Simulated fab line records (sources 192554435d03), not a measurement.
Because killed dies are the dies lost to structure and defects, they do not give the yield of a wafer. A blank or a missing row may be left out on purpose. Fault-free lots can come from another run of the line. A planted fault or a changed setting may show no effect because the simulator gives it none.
fab line records | flow n5Finfet | part 1 of 2: steps 1 to 35 of 43
[record] lots = 6 wafers = 18 lastDay = 18
route steps=1938 shown MOL_CONTACT_COAG@626 BEOL_M0_SAQP@632 BEOL_M4@1111
lots untouched by any fault: they come from a run of this same line in which no faults occurred
startH: start of the lot's first displayed wafer, in hours after the record's first day | waitH: how many hours have passed since the lot's step before this one | " the same as in the row above | L1.1+2: one row covering several wafers at once | - no value, or no start given | * or withheld: withheld | < > ~ a bound
route shown NAME@n: a module of which the file shows steps, and the number in the route of the first | usual: mean/standard deviation of fault-free wafers | same: alike in all rows | chamber/n: place in a boat | sites: readings site by site | _std_site: their standard deviation | _edge_site: inner sites' mean taken away from outer sites' mean | radiusMm: how far each site lies from the wafer's centre | mask NAME#n: copy n | behind: tool/chamber where the wafer was last shaped | hold: cause of the lot's hold/its duration in hours/its outcome | device: names the non-switching transistor (n, p or np) | end of line: tests of these same wafers at the route's end | for a step that has no rows: nothing shown but its recipe | killed: the dies lost at the first sort to structure and to defects; this is not the yield of the wafer | map: a wafer's dies, x killed, . not, _ none there
set.NAME: the setting the step ran with; set.NAME@STEP: the setting that earlier step ran with | model.NAME: the simulator's own value behind a step, which no gauge read
certain route steps with their lots: each step a table, each wafer a row
services: when a tool's chamber went out of use (startH, in hours from the record's first day, below 0 if earlier), for how many hours, and the reason
[[steps]]
[step N5_MOL_CONTACT_COAG_SRD_128]
[recipe] dryTimeS = 32 dry = n2Spin spinRpm = 1500
[step N5_MOL_CONTACT_COAG_CMP_52]
[recipe] stopOn = SiO2 tOverpolishS = 1.5 postCmpClean = wDiluteNh4oh downForcePsi = 4 platenRpm = 50.289 padVelocityMS = 1.0006 targetThkNm = 66.5
[usual] headPressurePsi = 4.001/0.0096 motorCurrentA = 12.7/1.3 overpolishRunS = 1.501/0.0097 slurryFlowMlMin = 149.9/0.49 timeToEndpointS = 12.8/2
[same] tOverpolishS = 1.5
// columns lot.wafer tool chamber startH waitH headPressurePsi motorCurrentA overpolishRunS slurryFlowMlMin timeToEndpointS
L428.4 cmp-04 0 101.12 0.1 4.026 12.8 1.515 149.5 11.1
L428.3 " 1 " " 3.997 10.3 1.498 149.8 12.2
L428.5 " 3 " " 4.015 15.0 1.497 149.9 9.2
L433.4 cmp-03 0 130.01 0.0 3.999 11.0 1.502 149.8 13.8
L433.2 " 2 " " 4.004 12.6 1.498 150.2 9.8
L433.6 " 1 " " 4.010 13.2 1.498 149.6 11.4
L444.4 cmp-04 2 194.47 0.0 3.996 13.3 1.513 150.0 16.8
L444.5 " 2 " " 4.007 13.3 1.468 149.8 15.3
L444.6 " 3 " " 3.994 15.7 1.499 150.1 14.5
L445.2 cmp-04 1 203.47 0.1 3.997 10.8 1.490 150.4 11.5
L445.1 " 2 " " 3.991 13.0 1.500 149.7 17.2
L445.6 " 3 " " 4.003 14.6 1.495 150.2 13.7
L450.4 cmp-01 2 233.59 0.1 3.994 11.2 1.506 149.9 13.3
L450.1 " 0 " " 3.997 12.1 1.500 149.1 14.1
L450.6 " 1 " " 4.030 13.4 1.503 150.1 12.5
L451.1 cmp-01 1 237.29 0.1 3.979 13.2 1.506 150.4 10.0
L451.4 " 2 " " 3.995 11.5 1.514 149.6 10.4
L451.2 " 3 " " 4.004 11.7 1.509 150.0 12.6
[step N5_MOL_CONTACT_COAG_THK_MEAS_53]
[recipe] reads = SiO2_of_MOL_CONTACT_COAG_PECVD_31
[usual] VIA_MOL_THK = 44.1/0.52
// columns lot.wafer tool chamber startH waitH VIA_MOL_THK[nm]
L428.3 filmMetro-01 - 101.38 - 43.6
L428.4 " - " " 44.1
L428.5 " - " " 44.3
L433.2 filmMetro-01 - 130.31 - 44.1
L433.4 " - " " 45.1
L433.6 " - " " 44.3
L444.4 filmMetro-01 - 194.77 - 44.0
L444.5 " - " " 44.4
L444.6 " - " " 44.5
L445.1 filmMetro-01 - 203.68 - 43.6
L445.2 " - " " 42.8
L445.6 " - " " 44.0
L450.1 filmMetro-01 - 233.84 - 43.5
L450.4 " - " " 44.9
L450.6 " - " " 44.6
L451.1 filmMetro-01 - 237.55 - 43.1
L451.2 " - " " 43.7
L451.4 " - " " 44.1
[step N5_MOL_CONTACT_COAG_ANNEAL_112]
[recipe] tempC = 400 timeS = 1800 ambient = HPD2 pressureAtm = 10
[usual] wafer_temp_C_max = 401.5/0.36
// columns lot.wafer tool chamber startH waitH wafer_temp_C_max
L428.3 hpAnneal-01 0 101.40 0.0 401.8
L428.4 " 0 " " 401.2
L428.5 " 0 " " 401.2
L433.2 hpAnneal-01 0 130.34 0.0 401.4
L433.4 " 0 " " 401.1
L433.6 " 0 " " 401.5
L444.4 hpAnneal-01 0 194.99 0.2 401.9
L444.5 " 0 " " 401.5
L444.6 " 0 " " 401.5
L445.1 hpAnneal-01 0 203.71 0.0 401.3
L445.2 " 0 " " 401.1
L445.6 " 0 " " 401.7
L450.1 hpAnneal-01 0 233.87 0.0 401.6
L450.4 " 0 " " 401.9
L450.6 " 0 " " 400.8
L451.1 hpAnneal-01 0 237.58 0.0 401.7
L451.2 " 0 " " 401.8
L451.4 " 0 " " 401.7
[step N5_MOL_CONTACT_COAG_INSPECT_97]
[recipe] inspectInstrument = darkfield mode = postAnneal
[usual] rawDefectCount = 48/18
// columns lot.wafer tool chamber startH waitH rawDefectCount
L428.3 defectInspect-02 - 104.47 0.1 77
L428.4 " - " " 43
L428.5 " - " " 91
L433.2 defectInspect-02 - 133.38 0.0 38
L433.4 " - " " 39
L433.6 " - " " 30
L444.4 defectInspect-01 - 198.07 0.1 40
L444.5 " - " " 36
L444.6 " - " " 37
L445.1 defectInspect-01 - 206.74 0.0 44
L445.2 " - " " 45
L445.6 " - " " 54
L450.1 defectInspect-02 - 236.89 0.0 55
L450.4 " - " " 61
L450.6 " - " " 57
L451.1 defectInspect-01 - 240.62 0.0 26
L451.2 " - " " 65
L451.4 " - " " 76
[step N5_BEOL_M0_SAQP_PECVD_00]
[recipe] material = SiCN targetThkA = 80 tempC = withheld precursor = 3MS/NH3 pressureTorr = 3 rfW = 202 timeS = 14
[step N5_BEOL_M0_SAQP_ILD_DEP_01]
[recipe] material = SiOC targetThkA = 454.19 tempC = 350 precursor = DEMS/O2 pressureTorr = 5 rfW = 500 timeS = 8.7
[step N5_BEOL_M0_SAQP_HM_DEP_02]
[recipe] material = TiN targetThkA = 120 tempC = 25 chamberPressurePa = 0.49996
[step N5_BEOL_M0_SAQP_PECVD_03]
[recipe] material = SiCN targetThkA = 120 tempC = withheld precursor = 3MS/NH3 pressureTorr = 3 rfW = 202 timeS = 21.1
[step N5_BEOL_M0_SAQP_PECVD_96]
[recipe] material = a-Si targetThkA = 450 tempC = 350 precursor = SiH4/He pressureTorr = 3 rfW = 100 timeS = 45.2
[step N5_BEOL_M0_SAQP_PECVD_97]
[recipe] material = SiNx targetThkA = 230 tempC = 350 precursor = SiH4/NH3/N2 pressureTorr = 1.5 rfW = 300 timeS = 19.9
[step N5_BEOL_M0_SAQP_PECVD_04]
[recipe] material = a-Si targetThkA = 600 tempC = 350 precursor = SiH4/He pressureTorr = 3 rfW = 100 timeS = 60.2
[usual] chamberPressureTorr = 3.000/0.0065 heaterPowerOuterW = 405/54 heaterPowerW = 665/80 showerheadPlenumPTorr = 5.68/0.042 throttleValvePct = 18.6/0.97
// columns lot.wafer tool chamber startH waitH chamberPressureTorr heaterPowerOuterW heaterPowerW showerheadPlenumPTorr throttleValvePct
L428.3 pecvd-02 2 105.90 0.0 2.998 468 766 5.68 18.7
L428.4 " 1 " " 3.000 470 753 5.74 19.3
L428.5 " 2 " " 2.990 478 761 5.70 18.6
L433.2 pecvd-04 0 134.40 0.0 2.998 373 613 5.67 18.1
L433.4 " 2 " " 3.000 409 651 5.64 15.9
L433.6 " 1 " " 3.005 377 651 5.60 19.3
L444.4 pecvd-03 1 201.74 0.0 - - - - -
L444.5 " 2 " " - - - - -
L444.6 " 0 " " - - - - -
L445.1 pecvd-02 0 208.53 0.0 - - - - -
L445.2 " 1 " " - - - - -
L445.6 " 1 " " - - - - -
L450.1 pecvd-03 2 238.57 0.0 2.998 402 712 5.68 18.7
L450.4 " 1 " " 3.000 409 648 5.70 19.0
L450.6 " 2 " " 3.005 418 714 5.67 18.6
L451.1 pecvd-02 2 242.93 0.0 2.999 488 785 5.67 17.7
L451.2 " 0 " " 3.000 338 543 5.68 19.1
L451.4 " 2 " " 3.000 482 772 5.68 17.3
[step N5_BEOL_M0_SAQP_THK_MEAS_05]
[usual] thkNm = 59.4/0.69
// columns lot.wafer tool chamber startH waitH thkNm
L428.3 filmMetro-02 - 105.99 0.1 57.8
L428.4 " - " " 59.1
L428.5 " - " " 59.1
L433.2 filmMetro-01 - 134.50 0.1 59.2
L433.4 " - " " 60.2
L433.6 " - " " 59.7
L444.4 filmMetro-01 - 201.80 0.0 23.2
L444.5 " - " " 23.3
L444.6 " - " " 23.3
L445.1 filmMetro-01 - 208.66 0.1 22.9
L445.2 " - " " 22.9
L445.6 " - " " 23.4
L450.1 filmMetro-02 - 238.67 0.1 59.0
L450.4 " - " " 59.7
L450.6 " - " " 60.7
L451.1 filmMetro-01 - 243.03 0.1 58.8
L451.2 " - " " 59.4
L451.4 " - " " 59.8
[step N5_BEOL_M0_SAQP_HM_DEP_111]
[recipe] material = SiO2 targetThkA = 120 tempC = 400 precursor = SiH4/N2O pressureTorr = 0.75 rfW = 275 timeS = 7.2
[step N5_BEOL_M0_SAQP_COAT_81]
[recipe] resist = SOC tempC = 250 timeS = 60 spinRpm = 1500 resistThkNm = 100
[step N5_BEOL_M0_SAQP_COAT_82]
[recipe] resist = SiARC tempC = 220 timeS = 60 spinRpm = 1500 resistThkNm = 30
[step N5_BEOL_M0_SAQP_COAT_08]
[recipe] resist = CAR-ArF spinRpm = 1500 resistThkNm = 90
[step N5_BEOL_M0_SAQP_EBR_10]
[recipe] solvent = PGMEA ebrWidthMm = 1.5
[step N5_BEOL_M0_SAQP_SOFTBAKE_09]
[recipe] tempC = 110 timeS = 60 resist = CAR-ArF
[step N5_BEOL_M0_SAQP_EXPOSE_11]
[recipe] maskId = M0_CORE na = 1.35 sourceShape = dipole sigmaInner = 0.538 sigmaOuter = 0.738 polarization = te targetCdNm = 42 doseMj = 55
[step N5_BEOL_M0_SAQP_PEB_12]
[recipe] pebTempC = withheld pebTimeS = 60 resist = CAR-ArF
[step N5_BEOL_M0_SAQP_DEVELOP_13]
[recipe] developTimeS = 30 developer = TMAH resist = CAR-ArF devTempC = 23 rinseLiquid = diw dry = airSpin
[step N5_BEOL_M0_SAQP_CD_MEAS_14]
[recipe] targetCdNm = 42.5 landingEnergyEv = 500 detector = seInlens
[usual] cdNm = 42.5/0.32
// columns lot.wafer tool chamber startH waitH cdNm
L428.3 cdSem-03 0 106.48 - 42.1
L428.4 " 0 " " 43.0
L428.5 " 0 " " 42.0
L433.2 cdSem-03 0 134.98 - 42.8
L433.4 " 0 " " 42.7
L433.6 " 0 " " 43.0
L444.4 cdSem-02 0 202.29 - 42.7
L444.5 " 0 " " 42.9
L444.6 " 0 " " 42.4
L445.1 cdSem-02 0 209.02 - 42.1
L445.2 " 0 " " 42.2
L445.6 " 0 " " 41.7
L450.1 cdSem-01 0 239.15 - 42.4
L450.4 " 0 " " 42.4
L450.6 " 0 " " 42.7
L451.1 cdSem-01 0 243.38 - 42.9
L451.2 " 0 " " 42.8
L451.4 " 0 " " 42.4
[step N5_BEOL_M0_SAQP_OVL_MEAS_15]
[recipe] pointsPerWafer = 44
[usual] M0_CORE_OVL = -0.1/0.83
[same] pointsPerWafer = 44
// columns lot.wafer tool chamber startH waitH M0_CORE_OVL[nm]
L428.3 overlay-02 0 106.51 0.0 0.4
L428.4 " 0 " " 1.4
L428.5 " 0 " " 0.4
L433.2 overlay-01 0 135.01 0.0 0.6
L433.4 " 0 " " 0.2
L433.6 " 0 " " 1.6
L444.4 overlay-01 0 202.32 0.0 -1.2
L444.5 " 0 " " -1.2
L444.6 " 0 " " -1.1
L445.1 overlay-01 0 209.05 0.0 -0.3
L445.2 " 0 " " 0.4
L445.6 " 0 " " -0.6
L450.1 overlay-02 0 239.18 0.0 -0.2
L450.4 " 0 " " 0.7
L450.6 " 0 " " 1.5
L451.1 overlay-01 0 243.41 0.0 -0.4
L451.2 " 0 " " -1.0
L451.4 " 0 " " -1.3
[step N5_BEOL_M0_SAQP_INSPECT_16]
[recipe] mode = adi inspectInstrument = brightfield
[usual] rawDefectCount = 499/130
// columns lot.wafer tool chamber startH waitH rawDefectCount
L428.3 defectInspect-01 - 106.53 0.0 616
L428.4 " - " " 564
L428.5 " - " " 620
L433.2 defectInspect-02 - 135.04 0.0 369
L433.4 " - " " 430
L433.6 " - " " 564
L444.4 defectInspect-01 - 202.34 0.0 380
L444.5 " - " " 416
L444.6 " - " " 641
L445.1 defectInspect-02 - 209.07 0.0 392
L445.2 " - " " 353
L445.6 " - " " 501
L450.1 defectInspect-01 - 239.20 0.0 524
L450.4 " - " " 364
L450.6 " - " " 329
L451.1 defectInspect-02 - 243.44 0.0 651
L451.2 " - " " 571
L451.4 " - " " 602
[step N5_BEOL_M0_SAQP_DESCUM_19]
[recipe] chemistry = O2 timeS = 7.9 sourcePowerW = 50 biasPowerW = 20 pressureMtorr = 20 rfFrequencyHz = 2.712e+07 tempC = 40 resist = CAR-ArF o2FlowSccm = 225
[step N5_BEOL_M0_SAQP_ETCH_83]
[recipe] chemistry = CF4 target = SiARC targetDepthA = 390 maskMaterial = CAR-ArF timeS = 65 ionEnergyEv = 80 pressureMtorr = 40 sourceW = 545 biasW = 36 Ar_flow_sccm = 100 cf4FlowSccm = 100 ends = cleared
[usual] drypumpMotorCurrentA = 5.7/0.39 etchRfOnTimeS = 64.7/0.95 oesProductAu = 0.68/0.075 rfVppV = 184.2/1.2 showerheadPlenumPTorr = 2.15/0.076 throttleValvePct = 15.59/0.21
// columns lot.wafer tool chamber startH waitH drypumpMotorCurrentA etchRfOnTimeS oesProductAu rfHoursCounterH rfVppV showerheadPlenumPTorr throttleValvePct
L428.3 rieDiel-03 2 106.66 0.0 6.3 64.9 0.61 201 183.7 2.20 15.80
L428.4 " 0 " " 5.5 66.0 0.67 109 184.2 2.15 15.57
L428.5 " 2 " " 6.3 64.3 0.62 - 185.2 2.21 15.81
L433.2 rieDiel-06 1 135.10 0.0 5.1 65.5 0.60 210 183.5 2.04 15.90
L433.4 " 0 " " 5.9 63.1 0.83 13 183.5 2.10 15.48
L433.6 " 3 " " 5.4 64.2 0.78 - 184.4 2.27 15.16
L444.4 rieDiel-06 3 202.58 0.0 5.4 64.2 0.74 44 186.2 2.26 15.20
L444.5 " 2 " " 6.2 64.1 0.67 - 182.7 1.98 15.53
L444.6 " 3 " " 5.4 64.2 0.75 - 185.6 2.27 15.20
L445.1 rieDiel-03 1 209.52 0.0 5.6 63.3 0.77 42 184.7 2.18 15.51
L445.2 " 0 " " 5.5 64.1 0.66 141 184.7 2.14 15.67
L445.6 " 3 " " 5.9 64.7 0.63 - 183.3 2.13 15.71
L450.1 rieDiel-06 3 239.27 0.0 5.4 64.5 0.73 55 185.1 2.26 15.24
L450.4 " 2 " " 6.2 64.3 0.66 136 182.7 1.98 15.54
L450.6 " 1 " " 5.0 66.7 0.58 - 182.7 2.03 15.96
L451.1 rieDiel-03 1 243.53 0.0 5.6 64.0 0.75 51 184.4 2.18 15.50
L451.2 " 0 " " 5.5 66.0 0.64 151 184.5 2.14 15.66
L451.4 " 1 " " 5.6 64.1 0.75 - 185.2 2.18 15.52
[step N5_BEOL_M0_SAQP_ETCH_84]
[recipe] chemistry = N2/H2 target = SOC targetDepthA = 1000 overetchA = 200 maskMaterial = SiARC tempC = 40 timeS = 150 ionEnergyEv = 200 pressureMtorr = 30 sourceW = 840 biasW = 150 n2FlowSccm = 200 h2FlowSccm = 200
[usual] drypumpMotorCurrentA = 5.7/0.39 oesProductAu = 0.71/0.074 rfVppV = 524.1/2.7 showerheadPlenumPTorr = 2.55/0.095 throttleValvePct = 17.78/0.21
// columns lot.wafer tool chamber startH waitH drypumpMotorCurrentA oesProductAu rfHoursCounterH rfVppV showerheadPlenumPTorr throttleValvePct
L428.3 rieDiel-03 2 106.71 0.0 6.3 0.65 201 527.5 2.64 18.06
L428.4 " 0 " " 5.5 0.72 109 524.0 2.56 17.75
L428.5 " 2 " " 6.3 0.64 - 526.9 2.64 18.08
L433.2 rieDiel-06 1 135.15 0.0 5.1 0.65 210 520.9 2.41 18.06
L433.4 " 0 " " 5.9 0.85 13 522.3 2.49 17.67
L433.6 " 3 " " 5.4 0.80 - 528.5 2.70 17.35
L444.4 rieDiel-06 3 202.63 0.0 5.4 0.77 44 528.6 2.69 17.37
L444.5 " 2 " " 6.2 0.70 - 518.4 2.35 17.81
L444.6 " 3 " " 5.4 0.78 - 529.2 2.69 17.38
L445.1 rieDiel-03 1 209.57 0.0 5.6 0.79 42 524.0 2.59 17.70
L445.2 " 0 " " 5.5 0.68 141 525.8 2.55 17.81
L445.6 " 3 " " 5.9 0.65 - 522.8 2.53 17.88
L450.1 rieDiel-06 3 239.32 0.0 5.4 0.75 55 529.1 2.68 17.42
L450.4 " 2 " " 6.2 0.69 136 519.5 2.34 17.83
L450.6 " 1 " " 5.1 0.62 - 519.6 2.40 18.10
L451.1 rieDiel-03 1 243.58 0.0 5.6 0.78 52 526.6 2.59 17.73
L451.2 " 0 " " 5.5 0.68 151 524.5 2.54 17.83
L451.4 " 1 " " 5.6 0.78 - 524.5 2.59 17.73
[step N5_BEOL_M0_SAQP_STRIP_80]
[recipe] chemistry = N2/H2 tempC = 40 n2FlowSccm = 200 h2FlowSccm = 200 rfFrequencyHz = 6e+07
[step N5_BEOL_M0_SAQP_HM_OPEN_112]
[recipe] chemistry = CHF3/O2 target = SiO2 stopOn = a-Si targetDepthA = 120 overEtchFrac = 1.25 maskMaterial = SOC timeS = 13.5 pressureMtorr = 30 sourceW = 650 biasW = 170 Ar_flow_sccm = 200 CHF3_flow_sccm = 50 O2_flow_sccm = 5 ionEnergyEv = 200 ends = endPoint
[step N5_BEOL_M0_SAQP_STRIP_113]
[recipe] chemistry = CHF3/O2 resist = SiARC rfFrequencyHz = 6e+07
[step N5_BEOL_M0_SAQP_MANDREL_ETCH_20]
[recipe] targetDepthA = 600 chemistry = HBr/Cl2 target = a-Si stopOn = SiNx btTimeS = 10 maskMaterial = SOC overEtchFrac = 0.5 timeS = 30 pressureMtorr = 10 icpW = 800 biasW = 75 HBr_flow_sccm = 150 Cl2_flow_sccm = 80 ends = endPoint
[usual] drypumpMotorCurrentA = 5.7/0.5 oesProductAu = 0.767/0.011 throttleValvePct = 35.40/0.26
// columns lot.wafer tool chamber startH waitH drypumpMotorCurrentA oesProductAu rfHoursCounterH throttleValvePct model.etch.depthNm
L428.3 rieSi-03 0 106.90 0.0 5.3 0.769 103 35.63 57.78
L428.4 " 3 " " 5.0 0.760 63 34.95 59.04
L428.5 " 3 " " 4.9 0.763 - 34.94 59
L433.2 rieSi-02 1 135.34 0.0 6.5 0.766 135 35.52 59.2
L433.4 " 0 " " 5.2 0.767 34 35.54 60.19
L433.6 " 3 " " 6.2 0.766 - 35.70 59.69
L444.4 rieSi-02 2 202.82 0.0 6.0 0.323 166 36.34 0
L444.5 " 0 " " 5.2 0.319 - 36.43 0
L444.6 " 3 " " 6.2 0.326 - 36.59 0
L445.1 rieSi-02 3 209.76 0.0 6.2 0.330 111 36.58 0
L445.2 " 0 " " 5.2 0.318 36 36.43 0
L445.6 " 0 " " 5.2 0.324 - 36.43 0
L450.1 rieSi-04 2 239.51 0.0 5.4 0.783 34 35.05 58.99
L450.4 " 1 " " 6.1 0.773 - 35.69 59.71
L450.6 " 2 " " 5.4 0.798 - 35.02 60.65
L451.1 rieSi-02 3 243.77 0.0 6.2 0.768 112 35.70 58.86
L451.2 " 2 " " 6.0 0.757 167 35.47 59.42
L451.4 " 1 " " 6.5 0.768 137 35.51 59.86
[step N5_BEOL_M0_SAQP_STRIP_86]
[recipe] chemistry = N2/H2 powerW = 500 tempC = 40 pressureMtorr = 50 rfFrequencyHz = 6e+07 overashFraction = 0.3 biasPowerW = 28 h2Frac = 0.5 n2FlowSccm = 300 h2FlowSccm = 300
[usual] drypumpMotorCurrentA = 5.6/0.48 oesProductAu = 0.79/0.095 rfVppV = 121.9/1.5 showerheadPlenumPTorr = 3.38/0.12 throttleValvePct = 18.75/0.2
// columns lot.wafer tool chamber startH waitH drypumpMotorCurrentA oesProductAu rfHoursCounterH rfVppV showerheadPlenumPTorr throttleValvePct
L428.3 rieDiel-02 3 107.00 0.1 5.9 0.76 119 123.6 3.39 18.54
L428.4 " 0 " " 4.7 0.69 227 124.5 3.44 18.88
L428.5 " 1 " " 5.1 0.73 - 121.6 3.47 18.82
L433.2 rieDiel-02 2 135.44 0.1 5.7 0.75 154 120.1 3.50 18.55
L433.4 " 3 " " 5.9 0.76 129 120.3 3.38 18.57
L433.6 " 1 " " 5.1 0.73 - 122.5 3.46 18.83
L444.4 rieDiel-02 2 202.92 0.1 5.7 0.73 179 123.1 3.49 18.62
L444.5 " 0 " " 4.7 1.04 - 123.3 3.43 18.52
L444.6 " 1 " " 5.1 0.70 - 120.3 3.45 18.88
L445.1 rieDiel-06 1 209.86 0.1 5.1 0.70 233 122.3 3.18 19.07
L445.2 " 0 " " 5.9 0.91 36 122.9 3.27 18.67
L445.6 " 2 " " 6.2 0.79 - 119.8 3.11 19.04
L450.1 rieDiel-02 3 239.61 0.1 5.9 0.73 165 121.7 3.37 18.62
L450.4 " 2 " " 5.6 0.71 - 123.4 3.48 18.62
L450.6 " 0 " " 4.7 0.97 - 122.6 3.42 18.52
L451.1 rieDiel-02 2 243.87 0.1 5.7 0.72 193 123.0 3.48 18.64
L451.2 " 0 " " 4.7 0.98 14 122.5 3.42 18.54
L451.4 " 2 " " 5.7 0.71 - 120.9 3.48 18.61
[step N5_BEOL_M0_SAQP_STRIP_115]
[recipe] chemistry = postEtchResidueRemover timeS = 60 tempC = 25 removerPh = withheld removerWaterWtPct = withheld removerFluorideWtPct = withheld
[step N5_BEOL_M0_SAQP_SRD_93]
[recipe] dry = ipaMarangoni timeS = 30 tempC = 23 rinseLiquid = diw
[[key]]
[firstSign] step = N5_BEOL_M0_SAQP_PECVD_04 reading = toolRecord direction = missing
[effect] step = N5_BEOL_M0_SAQP_THK_MEAS_05 reading = thkNm direction = down sigmas = 53 usual = * struck = *
[effect] step = N5_BEOL_M0_SAQP_MANDREL_ETCH_20 reading = oesProductAu direction = down sigmas = 42 usual = 0.767 struck = 0.324
[effect] step = N5_BEOL_M0_SAQP_CD_MEAS_25 reading = cdNm direction = missing
[modelEffect] step = N5_BEOL_M0_SAQP_MANDREL_ETCH_20 value = etch.depthNm without = 59.42 struck = 0
[modelEffect] step = N5_BEOL_M0_SAQP_MANDREL1_REMOVE_100 value = BEOL_M0_SAQP.cdNm without = 12.8 struck = 42.6
[modelEffect] step = N5_BEOL_M0_SAQP_MANDREL2_REMOVE_110 value = BEOL_M0_SAQP.cdNm without = 15.03 struck = 42.8
metAt N5_BEOL_M0_SAQP_PECVD_04
struckWafers L444.4,L444.5,L444.6,L445.1,L445.2,L445.6
laterRowsLeftOut L444.4,L444.5,L444.6,L445.1,L445.2,L445.6
sortLeftOut L444.4,L444.5,L444.6,L445.1,L445.2,L445.6
onsetBetween 105.90 201.74
[fault] kind = skippedStepWhole tool = pecvd-02,pecvd-03 chamber = - onsetH = 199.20 steps = N5_BEOL_M0_SAQP_PECVD_04 scope = struckLotsOnly
// sortLeftOut: the simulated sort isn't trusted on such a fault, so these wafers' sort isn't shown, and their yield isn't known
// laterRowsLeftOut: the simulator's readings of these wafers behind a module that went badly wrong aren't trusted and aren't shown, but for the sort
